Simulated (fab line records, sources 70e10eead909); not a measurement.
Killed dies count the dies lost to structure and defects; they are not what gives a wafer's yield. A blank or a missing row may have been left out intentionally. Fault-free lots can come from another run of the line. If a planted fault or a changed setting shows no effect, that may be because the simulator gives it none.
fab line records + flow nand_harc
record:
- lots: 5
- wafers: 14
- last_day: 23
route steps=1159 shown A_BONDPAD@1089 HYBRID_BOND@1094 THIN_TSV@1101
lots untouched by any fault: they come from a run of this same line in which no faults occurred
start_h: hours from the record's first day to the start of the lot's first wafer shown + wait_h: time in hours since the lot's previous step + " identical to the entry in the row above + L1.1+2: one row covering several wafers at once + - no value, or no start given + * or withheld: withheld + < > ~ a bound
route shown NAME@n: NAME is a module with steps in the file, n the number in the route of the first one + usual: mean/standard deviation of fault-free wafers + same: alike in all rows + chamber/n: place in a boat + sites: the reading at each site + _std_site: the values' standard deviation + _edge_site: outer sites' mean less inner sites' + radius_mm: for every site, how far away it sits from the centre of the wafer + mask NAME#n: copy n + behind: the last tool/chamber to shape the wafer + hold: reason for holding the lot/hours on hold/outcome of the hold + device: the transistor (n, p or np) that didn't switch + end of line: at the end of the route, the tests of the same wafers + a step without rows: its recipe alone + killed: dies lost to structure and defects at the first sort, not the wafer's yield + map: shows each die of a wafer: x if killed, . if not, _ if none is there
set.NAME: setting as actually run; set.NAME@STEP: the setting as run at that earlier step + model.NAME: the simulator's own value behind a step, which no gauge read
lots seen at some steps along the route; tables by step, rows by wafer
services: from which hour (start_h, from the record's first day; less than 0 if before it) a tool's chamber was out of use, for how many hours, and why
== steps ==
step: NHARC_A_BONDPAD_THK_MEAS_20
recipe:
- thk_meas_gauge: xrf
usual:
- thk_nm: 169.6/1.6
| lot.wafer | tool          | chamber | start_h | wait_h | thk_nm |
|-----------|---------------|---------|---------|--------|--------|
| L884.1    | film_metro-01 | -       | 407.11  | -      | 170.9  |
| L884.5    | "             | -       | "       | "      | 169.8  |
| L884.6    | "             | -       | "       | "      | 169.3  |
| L883.2    | film_metro-02 | -       | 410.19  | -      | 168.0  |
| L883.3    | "             | -       | "       | "      | 169.8  |
| L883.4    | "             | -       | "       | "      | 170.3  |
| L886.1    | film_metro-01 | -       | 416.30  | -      | 167.1  |
| L886.2    | "             | -       | "       | "      | 165.5  |
| L886.5    | "             | -       | "       | "      | 165.8  |
| L885.1    | film_metro-01 | -       | 418.07  | -      | 171.8  |
| L885.2    | "             | -       | "       | "      | 169.7  |
| L885.6    | "             | -       | "       | "      | 167.8  |
| L900.2    | film_metro-01 | -       | 522.83  | -      | 167.3  |
| L900.4    | "             | -       | "       | "      | 168.1  |
step: NHARC_A_BONDPAD_SRD_21
recipe:
- time_s: 30
- temp_c: 23
- dry_time_s: 20
- spin_rpm: 1500
step: NHARC_A_BONDPAD_INSPECT_23
usual:
- raw_defect_count: 441/110
| lot.wafer | tool              | chamber | start_h | wait_h | raw_defect_count |
|-----------|-------------------|---------|---------|--------|------------------|
| L884.1    | defect_inspect-02 | -       | 407.31  | 0.0    | 376              |
| L884.5    | "                 | -       | "       | "      | 415              |
| L884.6    | "                 | -       | "       | "      | 276              |
| L883.2    | defect_inspect-01 | -       | 410.42  | 0.0    | 463              |
| L883.3    | "                 | -       | "       | "      | 401              |
| L883.4    | "                 | -       | "       | "      | 461              |
| L886.1    | defect_inspect-01 | -       | 416.50  | 0.0    | 309              |
| L886.2    | "                 | -       | "       | "      | 580              |
| L886.5    | "                 | -       | "       | "      | 672              |
| L885.1    | defect_inspect-02 | -       | 418.30  | 0.0    | 412              |
| L885.2    | "                 | -       | "       | "      | 416              |
| L885.6    | "                 | -       | "       | "      | 481              |
| L900.2    | defect_inspect-02 | -       | 523.04  | 0.1    | 416              |
| L900.4    | "                 | -       | "       | "      | 575              |
step: NHARC_HYBRID_BOND_ACTIVATE_00
recipe:
- time_s: 60
- n2_flow_sccm: 200
- ar_flow_sccm: 0
- bias_power_w: 0
- chemistry: N2
usual:
- drypump_motor_current_A: 5.7/0.52
- oes_product_au: 1.000/0.0081
- rf_vpp_V: 64.2/0.9
- showerhead_plenum_p_Torr: 1.78/0.078
| lot.wafer | tool        | chamber | start_h | wait_h | drypump_motor_current_A | oes_product_au | rf_hours_counter_h | rf_vpp_V | showerhead_plenum_p_Torr |
|-----------|-------------|---------|---------|--------|-------------------------|----------------|--------------------|----------|--------------------------|
| L884.1    | rie_diel-05 | 0       | 407.41  | 0.1    | 5.0                     | 0.996          | 7                  | 64.5     | 1.88                     |
| L884.5    | "           | 1       | "       | "      | 6.5                     | 0.996          | -                  | 64.0     | 1.76                     |
| L884.6    | "           | 2       | "       | "      | 5.7                     | 0.990          | -                  | 62.9     | 1.79                     |
| L883.2    | rie_diel-03 | 3       | 410.48  | 0.1    | 6.2                     | 0.990          | 2                  | 62.0     | 1.64                     |
| L883.4    | "           | 0       | "       | "      | 5.2                     | 1.006          | 2                  | 62.9     | 1.69                     |
| L883.3    | "           | 1       | "       | "      | 5.7                     | 1.003          | 3                  | 64.7     | 1.92                     |
| L886.2    | rie_diel-05 | 3       | 416.56  | 0.1    | 5.6                     | 0.996          | 8                  | 64.8     | 1.72                     |
| L886.1    | "           | 1       | "       | "      | 6.5                     | 1.001          | 8                  | 65.3     | 1.76                     |
| L886.5    | "           | 3       | "       | "      | 5.6                     | 1.001          | -                  | 64.5     | 1.72                     |
| L885.1    | rie_diel-02 | 0       | 418.36  | 0.1    | 5.8                     | 1.013          | 30                 | 63.0     | 1.76                     |
| L885.2    | "           | 2       | "       | "      | 5.9                     | 0.981          | 33                 | 64.5     | 1.89                     |
| L885.6    | "           | 1       | "       | "      | 5.6                     | 0.975          | -                  | 65.4     | 1.77                     |
| L900.2    | rie_diel-03 | 2       | 523.12  | 0.1    | 5.3                     | 1.002          | 40                 | 63.2     | 1.89                     |
| L900.4    | "           | 3       | "       | "      | 6.2                     | 0.991          | 43                 | 62.7     | 1.63                     |
step: NHARC_HYBRID_BOND_PRECLEAN_01
recipe:
- time_s: 300
- temp_c: 23
- chemistry: DIW
step: NHARC_HYBRID_BOND_SRD_02
recipe:
- time_s: 30
- temp_c: 23
- dry_time_s: 20
- spin_rpm: 1500
step: NHARC_HYBRID_BOND_BOND_03
recipe:
- temp_c: 25
step: NHARC_HYBRID_BOND_ANNEAL_04
recipe:
- temp_c: 300
- time_s: 7200
- ramp_up_c_per_min: 5
- ramp_down_c_per_min: 3
- idle_temp_c: 100
- pressure_atm: 1
step: NHARC_HYBRID_BOND_OVL_MEAS_05
usual:
- overlay_x_nm: 3/30
- overlay_y_nm: 0/34
| lot.wafer | tool       | chamber | start_h | wait_h | overlay_x_nm | overlay_y_nm |
|-----------|------------|---------|---------|--------|--------------|--------------|
| L884.1    | overlay-02 | -       | 423.69  | 0.4    | 25           | -69          |
| L884.5    | "          | -       | "       | "      | -49          | -21          |
| L884.6    | "          | -       | "       | "      | 61           | 83           |
| L886.1    | overlay-01 | -       | 423.69  | 0.4    | 24           | -3           |
| L886.2    | "          | -       | "       | "      | 38           | 11           |
| L886.5    | "          | -       | "       | "      | 4            | 81           |
| L883.2    | overlay-02 | -       | 423.70  | 0.4    | -16          | 51           |
| L883.3    | "          | -       | "       | "      | 4            | -28          |
| L883.4    | "          | -       | "       | "      | 33           | 10           |
| L885.1    | overlay-02 | -       | 431.80  | 0.4    | -14          | -45          |
| L885.2    | "          | -       | "       | "      | -19          | 30           |
| L885.6    | "          | -       | "       | "      | 3            | 27           |
| L900.2    | overlay-02 | -       | 532.12  | 0.4    | 49           | -33          |
| L900.4    | "          | -       | "       | "      | 22           | -55          |
step: NHARC_HYBRID_BOND_INSPECT_06
recipe:
- inspect_instrument: ir_void
usual:
- raw_defect_count: 32/15
| lot.wafer | tool              | chamber | start_h | wait_h | raw_defect_count |
|-----------|-------------------|---------|---------|--------|------------------|
| L884.1    | defect_inspect-02 | -       | 423.74  | 0.0    | 28               |
| L884.5    | "                 | -       | "       | "      | 33               |
| L884.6    | "                 | -       | "       | "      | 25               |
| L886.1    | defect_inspect-01 | -       | 423.74  | 0.0    | 10               |
| L886.2    | "                 | -       | "       | "      | 8                |
| L886.5    | "                 | -       | "       | "      | 7                |
| L883.2    | defect_inspect-01 | -       | 423.77  | 0.1    | 21               |
| L883.3    | "                 | -       | "       | "      | 21               |
| L883.4    | "                 | -       | "       | "      | 11               |
| L885.1    | defect_inspect-02 | -       | 431.85  | 0.0    | 40               |
| L885.2    | "                 | -       | "       | "      | 40               |
| L885.6    | "                 | -       | "       | "      | 45               |
| L900.2    | defect_inspect-02 | -       | 532.17  | 0.1    | 54               |
| L900.4    | "                 | -       | "       | "      | 54               |
step: NHARC_THIN_TSV_GRIND_00
recipe:
- target_thk_um: 6
usual:
- motor_current_A: 12.003/0.021
| lot.wafer | tool       | chamber | start_h | wait_h | motor_current_A |
|-----------|------------|---------|---------|--------|-----------------|
| L884.1    | grinder-01 | 0       | 423.89  | 0.1    | 12.020          |
| L884.5    | "          | 0       | "       | "      | 12.003          |
| L884.6    | "          | 0       | "       | "      | 12.042          |
| L886.1    | grinder-01 | 0       | 425.08  | 1.3    | 12.021          |
| L886.2    | "          | 0       | "       | "      | 11.978          |
| L886.5    | "          | 0       | "       | "      | 11.975          |
| L883.2    | grinder-01 | 0       | 426.50  | 2.7    | 12.029          |
| L883.3    | "          | 0       | "       | "      | 11.989          |
| L883.4    | "          | 0       | "       | "      | 12.009          |
| L885.1    | grinder-01 | 0       | 432.00  | 0.1    | 11.991          |
| L885.2    | "          | 0       | "       | "      | 12.023          |
| L885.6    | "          | 0       | "       | "      | 12.013          |
| L900.2    | grinder-01 | 0       | 532.52  | 0.3    | 11.994          |
| L900.4    | "          | 0       | "       | "      | 11.971          |
step: NHARC_THIN_TSV_CMP_01
recipe:
- target_thk_um: 3
usual:
- motor_current_A: 11.7/1.2
| lot.wafer | tool   | chamber | start_h | wait_h | motor_current_A |
|-----------|--------|---------|---------|--------|-----------------|
| L884.1    | cmp-03 | 0       | 425.10  | 1.0    | 12.1            |
| L884.5    | "      | 0       | "       | "      | 12.1            |
| L884.6    | "      | 1       | "       | "      | 12.7            |
| L886.2    | cmp-04 | 1       | 426.32  | 0.8    | 12.8            |
| L886.1    | "      | 2       | "       | "      | 9.7             |
| L886.5    | "      | 2       | "       | "      | 9.6             |
| L883.4    | cmp-03 | 2       | 427.53  | 0.4    | 12.6            |
| L883.2    | "      | 3       | "       | "      | 13.9            |
| L883.3    | "      | 1       | "       | "      | 13.6            |
| L885.1    | cmp-03 | 2       | 433.25  | 1.0    | 12.6            |
| L885.2    | "      | 3       | "       | "      | 14.1            |
| L885.6    | "      | 1       | "       | "      | 13.6            |
| L900.2    | cmp-04 | 1       | 533.54  | 0.8    | 12.6            |
| L900.4    | "      | 3       | "       | "      | 11.9            |
step: NHARC_THIN_TSV_THK_MEAS_02
recipe:
- thk_meas_gauge: ir
usual:
- thk_nm: 3016/210
| lot.wafer | tool          | chamber | start_h | wait_h | thk_nm |
|-----------|---------------|---------|---------|--------|--------|
| L884.1    | film_metro-02 | -       | 425.37  | -      | 3195   |
| L884.5    | "             | -       | "       | "      | 2731   |
| L884.6    | "             | -       | "       | "      | 3037   |
| L886.1    | film_metro-02 | -       | 426.59  | 0.2    | 2923   |
| L886.2    | "             | -       | "       | "      | 3057   |
| L886.5    | "             | -       | "       | "      | 3146   |
| L883.2    | film_metro-02 | -       | 427.79  | -      | 3048   |
| L883.3    | "             | -       | "       | "      | 2875   |
| L883.4    | "             | -       | "       | "      | 3163   |
| L885.1    | film_metro-02 | -       | 433.49  | -      | 2651   |
| L885.2    | "             | -       | "       | "      | 2907   |
| L885.6    | "             | -       | "       | "      | 2725   |
| L900.2    | film_metro-01 | -       | 533.80  | -      | 1      |
| L900.4    | "             | -       | "       | "      | 1      |
step: NHARC_THIN_TSV_SRD_03
== services ==
| tool        | chamber | start_h | hours | kind                           |
|-------------|---------|---------|-------|--------------------------------|
| rie_diel-03 | -       | 392.41  | 9.0   | pm                             |
| cmp-04      | -       | 397.24  | 1.0   | repair                         |
| rie_diel-05 | 0       | 398.60  | -     | clean                          |
| rie_diel-05 | 1       | 398.60  | -     | clean                          |
| rie_diel-05 | 2       | 398.60  | -     | clean                          |
| rie_diel-05 | 3       | 398.60  | -     | clean                          |
| cmp-04      | -       | 399.00  | 4.0   | pm                             |
| cmp-03      | -       | 407.07  | 1.3   | repair                         |
| rie_diel-05 | 0       | 423.10  | -     | clean                          |
| rie_diel-05 | 1       | 423.10  | -     | clean                          |
| rie_diel-03 | 3       | 438.14  | 1.9   | repair                         |
| cmp-03      | -       | 454.39  | 4.0   | pm                             |
| rie_diel-03 | 2       | 457.71  | 3.9   | repair                         |
| cmp-03      | -       | 458.39  | -     | consumable_replace:conditioner |
| cmp-03      | -       | 458.39  | -     | consumable_replace:pad         |
| cmp-04      | -       | 475.59  | 14.5  | repair                         |
| rie_diel-03 | 0       | 477.72  | 8.0   | repair                         |
| cmp-03      | -       | 480.24  | 1.4   | repair                         |
| rie_diel-05 | 0       | 492.40  | 8.0   | repair                         |
| cmp-04      | -       | 497.00  | 4.0   | pm                             |
| cmp-03      | -       | 501.46  | 2.8   | repair                         |
| rie_diel-02 | -       | 505.18  | 9.0   | pm                             |
| rie_diel-05 | -       | 517.60  | 9.0   | pm                             |
| grinder-01  | -       | 528.19  | 0.5   | repair                         |
== key ==
first_sign:
- step: NHARC_THIN_TSV_THK_MEAS_02
- reading: thk_nm
- direction: down
- sigmas: 14
- usual: 3016
- struck: 1
effect none on later readings
met_at NHARC_THIN_TSV_GRIND_00
struck_wafers L900.2,L900.4
later_rows_left_out L900.2,L900.4
sort_left_out L900.2,L900.4
onset_between 432.00 532.52
also_fits time
fault:
- kind: process_parameter_drift
- tool: grinder-01
- chamber: -
- onset_h: 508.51
- steps: NHARC_THIN_TSV_GRIND_00
- channel: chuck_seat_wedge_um
- offset: 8
- shape: step
- end_h: 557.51
sort_left_out: the simulated sort isn't trusted on such a fault, so these wafers' sort isn't shown, and their yield isn't known
later_rows_left_out: the simulator's readings of these wafers behind a module that went badly wrong aren't trusted and aren't shown, but for the sort
